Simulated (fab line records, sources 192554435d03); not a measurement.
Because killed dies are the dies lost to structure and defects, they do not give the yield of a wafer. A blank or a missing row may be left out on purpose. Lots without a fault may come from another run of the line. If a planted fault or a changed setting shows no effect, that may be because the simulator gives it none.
2 desks, one fault + flow n5-finfet + only its own numbers are on each desk; what lay behind them is given at the end

METROLOGY DESK
What the gauges read for every lot (on any tool): the sampled wafers with a number, averaged. If a lot's mean is further than 4 standard deviations from the usual mean, the lot is out of limits and carries the mark OUT (the distance appears in the brackets). Of its 12 readings 7 are shown: the one that was out of limits first, and those that lie furthest out on some lot.
Columns: A = cd-nm at N5_BEOL_M4_CD_MEAS_11, usual 16.79 nm; B = cd-nm at N5_BEOL_M4_CD_MEAS_18, usual 17.93 nm; C = DIBL_P at N5_BEOL_M4_RC_MEAS_101, usual 36.4 mV/V; D = ION_N at N5_BEOL_M4_RC_MEAS_101, usual 675 uA/um; E = ION_P at N5_BEOL_M4_RC_MEAS_101, usual 463 uA/um; F = VT_N at N5_BEOL_M4_RC_MEAS_101, usual 250 mV; G = VT_P at N5_BEOL_M4_RC_MEAS_101, usual -250.3 mV
| lot  | first seen here | A               | B                | C    | D   | E   | F   | G      |
|------|-----------------|-----------------|------------------|------|-----|-----|-----|--------|
| L498 | day 11 01:30    | 16.42           | 17.70            | 38.1 | 675 | 455 | 249 | -252.9 |
| L500 | day 11 06:31    | 16.75           | 17.64            | 35.6 | 665 | 459 | 253 | -253.7 |
| L503 | day 11 22:52    | 16.78           | 18.12            | 35.5 | 683 | 463 | 248 | -248.3 |
| L504 | day 12 05:40    | 11.24 (-23) OUT | 12.60 (-18) OUT  | -    | -   | -   | -   | -      |
| L505 | day 12 12:46    | 12.87 (-16) OUT | 13.76 (-14) OUT  | -    | -   | -   | -   | -      |
| L508 | day 13 10:08    | 13.85 (-12) OUT | 14.97 (-9.9) OUT | -    | -   | -   | -   | -      |
| L509 | day 13 13:22    | 14.26 (-11) OUT | 15.21 (-9.1) OUT | -    | -   | -   | -   | -      |
| L510 | day 13 18:11    | 16.65           | 17.33            | 37.2 | 677 | 470 | 248 | -249.5 |
| L511 | day 14 05:38    | 16.64           | 17.85            | 37.6 | 671 | 467 | 250 | -249.1 |
This desk's verdict: out of limits on L504, L505, L508, L509, starting with L504 at day 12 05:40 (cd-nm at N5_BEOL_M4_CD_MEAS_11). Within limits: L498, L500, L503, L510, L511.

FOR THE TOOL OWNER'S DESK: euv-scanner-01
The tool's own readings at N5_BEOL_M4_EXPOSE_08 (exposes mask M4): means of the sampled wafers that have a number, for each lot that ran on this tool. If a lot's mean is further than 4 standard deviations from the usual mean, the lot is out of limits and carries the mark OUT (the distance appears in the brackets).
Columns: A = exposure-dose-mJ-cm2 at N5_BEOL_M4_EXPOSE_08, usual 41.17
| lot  | first seen here | A                       |
|------|-----------------|-------------------------|
| L498 | day 11 01:23    | 41.13                   |
| L500 | day 11 06:23    | 41.17                   |
| L503 | day 11 22:44    | 41.16                   |
| L504 | day 12 05:32    | 32.55 (-99 or more) OUT |
| L505 | day 12 12:38    | 34.23 (-99 or more) OUT |
| L508 | day 13 10:00    | 35.60 (-99 or more) OUT |
| L509 | day 13 13:14    | 36.74 (-92) OUT         |
This desk's verdict: out of limits on L504, L505, L508, L509, starting with L504 at day 12 05:32 (exposure-dose-mJ-cm2 at N5_BEOL_M4_EXPOSE_08). Within limits: L498, L500, L503.

ALL TOGETHER
On L504, L505, L508, L509, at day 12 05:32, an alarm was possible from the tool owner's desk.
At day 12 05:40 the metrology desk could have sounded an alarm, on L504, L505, L508, L509.
All the named lots went through N5_BEOL_M4_EXPOSE_08 on euv-scanner-01.

WHAT WAS PUT IN BY THE SIMULATOR
Process parameter drift: euv-scanner-01, from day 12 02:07 on, at N5_BEOL_M4_EXPOSE_08. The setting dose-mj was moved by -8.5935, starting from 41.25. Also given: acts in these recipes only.
Lots struck among those shown: L504, L505, L508, L509.
Counting hours from when the fault started, the first reading out of limits came at 3 for the tool owner's desk and at 4 for the metrology desk.
